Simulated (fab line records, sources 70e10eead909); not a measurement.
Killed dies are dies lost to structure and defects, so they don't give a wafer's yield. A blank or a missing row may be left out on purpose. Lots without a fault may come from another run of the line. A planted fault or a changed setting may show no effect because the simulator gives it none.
Which tool did it? | flow nand_harc | 18 lots, 54 wafers sampled, at 6 steps of a route of 1302

WHAT THE GAUGES READ, wafer by wafer
The record holds no reading of a measuring or inspecting step that can be judged against a usual standard deviation.

WHICH TOOL RAN EACH LOT (tool, then ch and the chambers of the sampled wafers, then the start)
lot  | NHARC_A_STAIRCASE_ETCH_253         | NHARC_A_STAIRCASE_ETCH_271         | NHARC_A_STAIRCASE_HM_OPEN_457                 | NHARC_A_STAIRCASE_ETCH_451                    | NHARC_A_STAIRCASE_DEP_280       | NHARC_A_STAIRCASE_DESCUM_291
L074 | rie_diel-07 ch 0,1,3, day 16 09:19 | rie_diel-08 ch 1,2, day 16 14:51   | rie_diel-08 ch 1,2,3, day 16 22:41 or earlier | rie_diel-08 ch 0,3, day 16 22:41 or earlier   | pecvd-03 ch 0,1,2, day 16 22:41 | rie_diel-07 ch 0,1,2, day 16 23:31
L076 | rie_diel-11 ch 0,2, day 16 19:20   | rie_diel-07 ch 2,3, day 17 01:11   | rie_diel-07 ch 1,2,3, day 17 08:44 or earlier | rie_diel-07 ch 2,3, day 17 08:44 or earlier   | pecvd-01 ch 0,1, day 17 08:44   | rie_diel-07 ch 0,2,3, day 17 09:42
L078 | rie_diel-11 ch 0,1,2, day 17 18:34 | rie_diel-07 ch 0,1,3, day 17 23:06 | rie_diel-07 ch 0,2, day 18 03:56 or earlier   | rie_diel-07 ch 0,1,3, day 18 03:56 or earlier | pecvd-01 ch 0,2, day 18 03:56   | rie_diel-07 ch 1,3, day 18 04:59
L077 | rie_diel-11 ch 2,3, day 17 18:44   | rie_diel-07 ch 2,3, day 18 00:47   | rie_diel-07 ch 0,1,2, day 18 06:40 or earlier | rie_diel-07 ch 0,1,3, day 18 06:40 or earlier | pecvd-03 ch 0,1, day 18 06:40   | rie_diel-11 ch 0,2, day 18 07:40
L080 | rie_diel-11 ch 1,2, day 18 14:17   | rie_diel-07 ch 2,3, day 18 17:59   | rie_diel-07 ch 0,1,3, day 19 02:07 or earlier | rie_diel-07 ch 0,1, day 19 02:07 or earlier   | pecvd-02 ch 0,1,2, day 19 02:07 | rie_diel-07 ch 0,1, day 19 03:01
L083 | rie_diel-08 ch 1,2,3, day 20 05:40 | rie_diel-11 ch 0,1,2, day 20 09:31 | rie_diel-11 ch 0,1, day 20 14:54 or earlier   | rie_diel-11 ch 1,2,3, day 20 14:54 or earlier | pecvd-02 ch 0,1,2, day 20 14:54 | rie_diel-07 ch 2,3, day 20 15:51
L082 | rie_diel-11 ch 1,2,3, day 20 12:06 | rie_diel-11 ch 1,2,3, day 20 16:19 | rie_diel-11 ch 0,1,2, day 20 23:49 or earlier | rie_diel-11 ch 1,2,3, day 20 23:49 or earlier | pecvd-01 ch 0,1,2, day 20 23:49 | rie_diel-08 ch 1,2,3, day 21 00:47
L081 | rie_diel-07 ch 0,1,2, day 20 12:47 | rie_diel-07 ch 1,2, day 20 17:38   | rie_diel-07 ch 2,3, day 20 18:06 or earlier   | rie_diel-11 ch 1,2,3, day 20 18:06            | pecvd-01 ch 0,1, day 21 01:40   | rie_diel-11 ch 1,2, day 21 02:32
L086 | rie_diel-07 ch 0,3, day 21 15:31   | rie_diel-11 ch 0,1, day 21 22:44   | rie_diel-11 ch 0,2,3, day 22 03:37 or earlier | rie_diel-11 ch 1,2, day 22 03:37 or earlier   | pecvd-01 ch 1,2, day 22 03:37   | rie_diel-11 ch 0,2, day 22 04:36
L087 | rie_diel-11 ch 0,2,3, day 21 17:01 | rie_diel-07 ch 0,1,2, day 21 23:42 | rie_diel-07 ch 0,3, day 22 05:24 or earlier   | rie_diel-07 ch 1,3, day 22 05:24 or earlier   | pecvd-01 ch 1,2, day 22 05:24   | rie_diel-11 ch 0,1,2, day 22 06:24
L089 | rie_diel-07 ch 1,3, day 22 19:23   | rie_diel-11 ch 0,1, day 22 23:20   | rie_diel-11 ch 1,3, day 23 11:06 or earlier   | rie_diel-11 ch 2,3, day 23 11:06 or earlier   | pecvd-02 ch 0,1,2, day 23 11:06 | rie_diel-08 ch 0,1, day 23 12:03
L090 | rie_diel-07 ch 0,1,3, day 22 21:21 | rie_diel-07 ch 0,1,2, day 23 01:20 | rie_diel-07 ch 0,1,2, day 23 09:22 or earlier | rie_diel-07 ch 0,1,3, day 23 09:22 or earlier | pecvd-02 ch 0,1,2, day 23 09:22 | rie_diel-11 ch 0,1,3, day 23 10:14
L092 | rie_diel-08 ch 0,1,2, day 23 11:14 | rie_diel-08 ch 0,1,2, day 23 18:31 | rie_diel-08 ch 0,2,3, day 24 04:26 or earlier | rie_diel-08 ch 0,1,3, day 24 04:26 or earlier | pecvd-02 ch 0,2, day 24 04:26   | rie_diel-11 ch 0,1,3, day 24 05:56
L091 | rie_diel-07 ch 0,1,2, day 23 11:38 | rie_diel-07 ch 0,1, day 23 18:08   | rie_diel-07 ch 1,2, day 24 04:36 or earlier   | rie_diel-07 ch 0,2, day 24 04:36 or earlier   | pecvd-02 ch 0,2, day 24 04:36   | rie_diel-11 ch 2,3, day 24 05:59
L093 | rie_diel-11 ch 0,3, day 24 11:13   | rie_diel-07 ch 0,1, day 24 15:18   | rie_diel-07 ch 0,1,3, day 24 20:15 or earlier | rie_diel-07 ch 0,1,2, day 24 20:15 or earlier | pecvd-03 ch 0,1,2, day 24 20:15 | rie_diel-11 ch 1,2,3, day 24 21:02
L094 | rie_diel-11 ch 1,2,3, day 25 03:16 | rie_diel-08 ch 0,2,3, day 25 07:15 | rie_diel-08 ch 0,1,3, day 25 13:10 or earlier | rie_diel-08 ch 1,2,3, day 25 13:10 or earlier | pecvd-02 ch 0,1,2, day 25 13:10 | rie_diel-11 ch 1,2,3, day 25 14:01
L095 | rie_diel-07 ch 1,2,3, day 25 07:25 | rie_diel-11 ch 0,1,3, day 25 11:14 | rie_diel-11 ch 2,3, day 25 16:59 or earlier   | rie_diel-11 ch 0,3, day 25 16:59 or earlier   | pecvd-03 ch 0,1,2, day 25 16:59 | rie_diel-07 ch 0,1, day 25 17:52
L097 | rie_diel-11 ch 0,2,3, day 25 13:41 | rie_diel-07 ch 0,1,3, day 25 19:03 | rie_diel-07 ch 0,1,2, day 26 00:55 or earlier | rie_diel-07 ch 0,2,3, day 26 00:55 or earlier | pecvd-01 ch 0,2, day 26 00:55   | rie_diel-08 ch 0,1,2, day 26 01:46
- NHARC_A_STAIRCASE_ETCH_253: etches the open film in C4F8/O2, target depth 50 nm, time 20.2 s.
- NHARC_A_STAIRCASE_ETCH_271: etches the open film in CF4/CHF3.
- NHARC_A_STAIRCASE_HM_OPEN_457: chemistry O2/COS.
- NHARC_A_STAIRCASE_ETCH_451: etches the open film in CF4/O2, target depth 30 nm, overetch 3 nm, time 16.5 s.
- NHARC_A_STAIRCASE_DEP_280: deposits SiON, target thk 30 nm.
- NHARC_A_STAIRCASE_DESCUM_291: chemistry O2, time 3 s.

WHAT THE TOOLS THEMSELVES READ (means of the sampled wafers that have a number; where no wafer has one, the mark that the record gives instead)
NHARC_A_STAIRCASE_ETCH_253.
lot  | tool        | bias_w (W) | oes_product_au (a.u.) | rf_fwd_power_W (W) | rf_vpp_V (V)
L074 | rie_diel-07 | 1002.8     | 0.955                 | 591                | 895
L076 | rie_diel-11 | 1000.1     | 0.942                 | 590                | 894
L078 | rie_diel-11 | 1000.2     | 0.959                 | 589                | 894
L077 | rie_diel-11 | 1000.0     | 0.977                 | 590                | 895
L080 | rie_diel-11 | 997.5      | 0.981                 | 593                | 893
L083 | rie_diel-08 | 1001.3     | 0.909                 | 585                | 893
L082 | rie_diel-11 | 1000.8     | 0.926                 | 592                | 894
L081 | rie_diel-07 | 998.2      | 0.964                 | 589                | 896
L086 | rie_diel-07 | 1000.2     | 0.974                 | 590                | 894
L087 | rie_diel-11 | 1000.0     | 0.963                 | 589                | 895
L089 | rie_diel-07 | 997.2      | 0.942                 | 588                | 894
L090 | rie_diel-07 | 998.3      | 0.948                 | 589                | 893
L092 | rie_diel-08 | 1002.1     | 0.937                 | 588                | 894
L091 | rie_diel-07 | 1002.3     | 0.955                 | 589                | 896
L093 | rie_diel-11 | 1000.7     | 0.960                 | 588                | 895
L094 | rie_diel-11 | 1000.0     | 0.959                 | 594                | 893
L095 | rie_diel-07 | 1000.5     | 0.957                 | 590                | 896
L097 | rie_diel-11 | 1001.5     | 0.923                 | 590                | 894

NHARC_A_STAIRCASE_ETCH_271.
lot  | tool        | bias_w (W) | drypump_motor_current_A (A) | mfc_ar_sccm (sccm) | oes_product_au (a.u.) | rf_fwd_power_W (W) | rf_vpp_V (V) | showerhead_plenum_p_Torr (Torr) | throttle_valve_pct (%)
L074 | rie_diel-08 | 200.2      | 6.0                         | 0.015              | 0.960                 | 497.3              | 370.4        | 1.55                            | 16.798
L076 | rie_diel-07 | 199.7      | 5.1                         | 0.019              | 0.935                 | 496.3              | 371.0        | 1.59                            | 16.795
L078 | rie_diel-07 | 200.3      | 5.8                         | 0.016              | 0.924                 | 498.8              | 370.3        | 1.54                            | 16.799
L077 | rie_diel-07 | 199.8      | 5.1                         | 0.019              | 0.931                 | 495.3              | 371.6        | 1.59                            | 16.802
L080 | rie_diel-07 | 200.1      | 5.3                         | 0.010              | 0.987                 | 499.5              | 372.4        | 1.62                            | 16.797
L083 | rie_diel-11 | 200.7      | 5.7                         | 0.003              | 0.958                 | 496.9              | 368.3        | 1.55                            | 16.806
L082 | rie_diel-11 | 199.9      | 5.4                         | 0.003              | 0.944                 | 499.2              | 370.3        | 1.55                            | 16.792
L081 | rie_diel-07 | 200.4      | 5.9                         | 0.000              | 0.961                 | 498.5              | 371.0        | 1.58                            | 16.801
L086 | rie_diel-11 | 200.4      | 5.8                         | 0.000              | 0.918                 | 499.0              | 369.8        | 1.55                            | 16.794
L087 | rie_diel-07 | 199.2      | 5.9                         | 0.006              | 0.964                 | 497.6              | 370.3        | 1.57                            | 16.799
L089 | rie_diel-11 | 200.0      | 5.8                         | 0.000              | 0.932                 | 497.8              | 369.3        | 1.55                            | 16.806
L090 | rie_diel-07 | 200.6      | 5.9                         | 0.006              | 0.944                 | 498.3              | 370.9        | 1.57                            | 16.794
L092 | rie_diel-08 | 199.9      | 5.8                         | 0.018              | 0.937                 | 495.6              | 369.3        | 1.55                            | 16.814
L091 | rie_diel-07 | 199.9      | 6.2                         | 0.013              | 0.935                 | 497.1              | 368.5        | 1.52                            | 16.802
L093 | rie_diel-07 | 200.2      | 6.1                         | 0.006              | 0.915                 | 498.9              | 369.5        | 1.53                            | 16.797
L094 | rie_diel-08 | 200.2      | 5.9                         | 0.016              | 0.947                 | 497.5              | 369.6        | 1.53                            | 16.804
L095 | rie_diel-11 | 200.4      | 5.5                         | 0.000              | 0.977                 | 498.0              | 369.8        | 1.54                            | 16.803
L097 | rie_diel-07 | 200.0      | 5.8                         | 0.016              | 0.915                 | 497.2              | 368.9        | 1.53                            | 16.800

NHARC_A_STAIRCASE_HM_OPEN_457.
lot  | tool        | bias_w (W) | drypump_motor_current_A (A) | mfc_ar_sccm (sccm) | oes_product_au (a.u.) | rf_fwd_power_W (W) | rf_vpp_V (V) | showerhead_plenum_p_Torr (Torr) | throttle_valve_pct (%)
L074 | rie_diel-08 | 300.5      | 5.9                         | 0.010              | 0.993                 | 497.8              | 466.6        | 3.08                            | 28.338
L076 | rie_diel-07 | 300.5      | 5.6                         | 0.010              | 1.012                 | 498.0              | 467.9        | 3.15                            | 28.329
L078 | rie_diel-07 | 301.3      | 5.7                         | 0.006              | 1.009                 | 499.3              | 469.2        | 3.21                            | 28.343
L077 | rie_diel-07 | 298.7      | 6.0                         | 0.006              | 0.998                 | 499.9              | 467.0        | 3.14                            | 28.327
L080 | rie_diel-07 | 299.2      | 5.8                         | 0.016              | 0.992                 | 500.1              | 466.0        | 3.06                            | 28.327
L083 | rie_diel-11 | 299.6      | 5.8                         | 0.000              | 0.989                 | 499.0              | 465.3        | 3.07                            | 28.334
L082 | rie_diel-11 | 300.0      | 5.7                         | 0.003              | 0.990                 | 500.0              | 465.8        | 3.07                            | 28.327
L081 | rie_diel-07 | 299.8      | 5.3                         | 0.010              | 1.012                 | 498.1              | 468.9        | 3.22                            | 28.328
L086 | rie_diel-11 | 300.6      | 5.4                         | 0.003              | 0.987                 | 498.1              | 465.9        | 3.08                            | 28.329
L087 | rie_diel-07 | 300.0      | 5.4                         | 0.026              | 0.999                 | 498.1              | 465.7        | 3.05                            | 28.329
L089 | rie_diel-11 | 299.6      | 5.3                         | 0.000              | 1.000                 | 498.3              | 465.3        | 3.08                            | 28.327
L090 | rie_diel-07 | 300.0      | 5.9                         | 0.006              | 0.994                 | 499.9              | 466.6        | 3.12                            | 28.330
L092 | rie_diel-08 | 300.4      | 5.8                         | 0.016              | 0.993                 | 499.1              | 466.1        | 3.05                            | 28.333
L091 | rie_diel-07 | 300.7      | 5.7                         | 0.000              | 1.004                 | 500.1              | 468.7        | 3.20                            | 28.326
L093 | rie_diel-07 | 301.0      | 5.8                         | 0.016              | 0.998                 | 498.6              | 465.5        | 3.04                            | 28.337
L094 | rie_diel-08 | 300.4      | 5.7                         | 0.012              | 0.995                 | 498.9              | 466.3        | 3.06                            | 28.333
L095 | rie_diel-11 | 298.5      | 5.3                         | 0.006              | 0.998                 | 500.6              | 465.4        | 3.04                            | 28.323
L097 | rie_diel-07 | 299.6      | 5.9                         | 0.006              | 0.992                 | 499.3              | 466.6        | 3.11                            | 28.324

NHARC_A_STAIRCASE_ETCH_451.
lot  | tool        | bias_w (W) | drypump_motor_current_A (A) | mfc_ar_sccm (sccm) | oes_product_au (a.u.) | rf_fwd_power_W (W) | rf_vpp_V (V) | showerhead_plenum_p_Torr (Torr) | throttle_valve_pct (%)
L074 | rie_diel-08 | 100.02     | 5.6                         | 0.019              | 0.984                 | 294.2              | 197.6        | 1.32                            | 13.390
L076 | rie_diel-07 | 100.07     | 5.1                         | 0.019              | 1.006                 | 294.2              | 198.5        | 1.35                            | 13.395
L078 | rie_diel-07 | 100.24     | 5.8                         | 0.016              | 0.996                 | 293.9              | 196.8        | 1.31                            | 13.397
L077 | rie_diel-07 | 100.16     | 5.8                         | 0.016              | 0.992                 | 295.0              | 197.2        | 1.31                            | 13.391
L080 | rie_diel-07 | 99.98      | 6.2                         | 0.006              | 0.976                 | 295.9              | 197.4        | 1.31                            | 13.399
L083 | rie_diel-11 | 100.08     | 5.4                         | 0.003              | 1.006                 | 295.9              | 197.4        | 1.31                            | 13.395
L082 | rie_diel-11 | 100.16     | 5.4                         | 0.003              | 1.001                 | 295.5              | 196.6        | 1.31                            | 13.401
L081 | rie_diel-11 | 100.19     | 5.4                         | 0.003              | 0.998                 | 295.6              | 198.3        | 1.31                            | 13.390
L086 | rie_diel-11 | 99.92      | 5.7                         | 0.003              | 0.989                 | 295.7              | 197.5        | 1.30                            | 13.391
L087 | rie_diel-07 | 99.56      | 5.7                         | 0.010              | 1.000                 | 294.8              | 196.4        | 1.30                            | 13.399
L089 | rie_diel-11 | 100.21     | 5.2                         | 0.003              | 1.000                 | 295.8              | 197.8        | 1.31                            | 13.400
L090 | rie_diel-07 | 100.04     | 5.8                         | 0.016              | 0.997                 | 294.3              | 197.0        | 1.30                            | 13.395
L092 | rie_diel-08 | 100.09     | 5.6                         | 0.012              | 0.991                 | 294.6              | 197.7        | 1.31                            | 13.393
L091 | rie_diel-07 | 100.35     | 6.0                         | 0.013              | 0.984                 | 294.5              | 197.0        | 1.33                            | 13.396
L093 | rie_diel-07 | 99.80      | 5.9                         | 0.006              | 0.994                 | 294.9              | 197.3        | 1.33                            | 13.388
L094 | rie_diel-08 | 100.14     | 5.9                         | 0.010              | 0.995                 | 293.5              | 196.7        | 1.30                            | 13.401
L095 | rie_diel-11 | 100.31     | 5.3                         | 0.000              | 1.000                 | 294.1              | 197.4        | 1.32                            | 13.396
L097 | rie_diel-07 | 99.83      | 5.5                         | 0.016              | 1.004                 | 293.6              | 197.1        | 1.33                            | 13.397

NHARC_A_STAIRCASE_DEP_280.
lot  | tool     | heater_power_w (W) | rf_fwd_power_W (W)
L074 | pecvd-03 | 650                | 348.4
L076 | pecvd-01 | 752                | 347.3
L078 | pecvd-01 | 682                | 347.9
L077 | pecvd-03 | 682                | 348.7
L080 | pecvd-02 | 793                | 348.9
L083 | pecvd-02 | 778                | 348.2
L082 | pecvd-01 | 685                | 349.6
L081 | pecvd-01 | 760                | 348.3
L086 | pecvd-01 | 672                | 348.6
L087 | pecvd-01 | 779                | 348.1
L089 | pecvd-02 | 736                | 348.2
L090 | pecvd-02 | 776                | 348.9
L092 | pecvd-02 | 701                | 349.2
L091 | pecvd-02 | 648                | 348.8
L093 | pecvd-03 | 654                | 348.7
L094 | pecvd-02 | 748                | 348.5
L095 | pecvd-03 | 678                | 348.4
L097 | pecvd-01 | 724                | 348.5

NHARC_A_STAIRCASE_DESCUM_291.
lot  | tool        | drypump_motor_current_A (A) | mfc_ar_sccm (sccm) | oes_product_au (a.u.) | rf_vpp_V (V) | showerhead_plenum_p_Torr (Torr) | throttle_valve_pct (%)
L074 | rie_diel-07 | 5.9                         | 0.006              | 1.001                 | 57.1         | 1.92                            | 11.308
L076 | rie_diel-07 | 5.6                         | 0.016              | 1.010                 | 57.5         | 1.93                            | 11.315
L078 | rie_diel-07 | 5.7                         | 0.010              | 0.995                 | 57.6         | 1.88                            | 11.322
L077 | rie_diel-11 | 5.6                         | 0.003              | 0.985                 | 58.5         | 1.90                            | 11.320
L080 | rie_diel-07 | 6.1                         | 0.006              | 0.989                 | 57.8         | 1.87                            | 11.312
L083 | rie_diel-07 | 5.2                         | 0.019              | 1.018                 | 57.2         | 1.93                            | 11.313
L082 | rie_diel-08 | 5.9                         | 0.010              | 0.992                 | 57.2         | 1.87                            | 11.320
L081 | rie_diel-11 | 5.7                         | 0.003              | 0.996                 | 57.6         | 1.87                            | 11.307
L086 | rie_diel-11 | 5.5                         | 0.006              | 0.991                 | 57.6         | 1.87                            | 11.307
L087 | rie_diel-11 | 5.6                         | 0.003              | 0.988                 | 56.5         | 1.88                            | 11.306
L089 | rie_diel-08 | 5.6                         | 0.014              | 0.984                 | 57.8         | 1.89                            | 11.310
L090 | rie_diel-11 | 5.5                         | 0.000              | 0.999                 | 58.2         | 1.88                            | 11.307
L092 | rie_diel-11 | 5.5                         | 0.000              | 1.003                 | 58.0         | 1.88                            | 11.314
L091 | rie_diel-11 | 5.3                         | 0.006              | 1.007                 | 57.4         | 1.86                            | 11.304
L093 | rie_diel-11 | 5.5                         | 0.003              | 1.008                 | 56.8         | 1.87                            | 11.308
L094 | rie_diel-11 | 5.4                         | 0.003              | 1.006                 | 57.3         | 1.87                            | 11.311
L095 | rie_diel-07 | 6.2                         | 0.013              | 0.995                 | 57.3         | 1.85                            | 11.310
L097 | rie_diel-08 | 5.8                         | 0.018              | 0.997                 | 58.8         | 1.88                            | 11.302

THE ANSWER, worked out from the rows above alone
Rule: what is usual is taken from the lots themselves. Put in order of their means at a reading, lots are off if they are a third of the lots or fewer, leave a main group of 4 or more, and stand apart from it by a gap of 3 or more times the standard deviation of the main group's means; of several such gaps the widest counts. A main group whose means are all the same, to the digits that the tables above print for the reading, isn't used. A lot without any number at a reading at which 4 lots or more have one is off too. The other lots that the step has rows for count as sound. The gauges are gone through in route order, then the tools' own readings, and for those a lot's mean is taken as printed above. The first step at which some lot is off is used, and at that step the reading that is off furthest; a lot without a number counts as furthest.
No lot is off at any reading shown: from this, nothing can be told.

WHAT THE SIMULATOR HAD PUT IN
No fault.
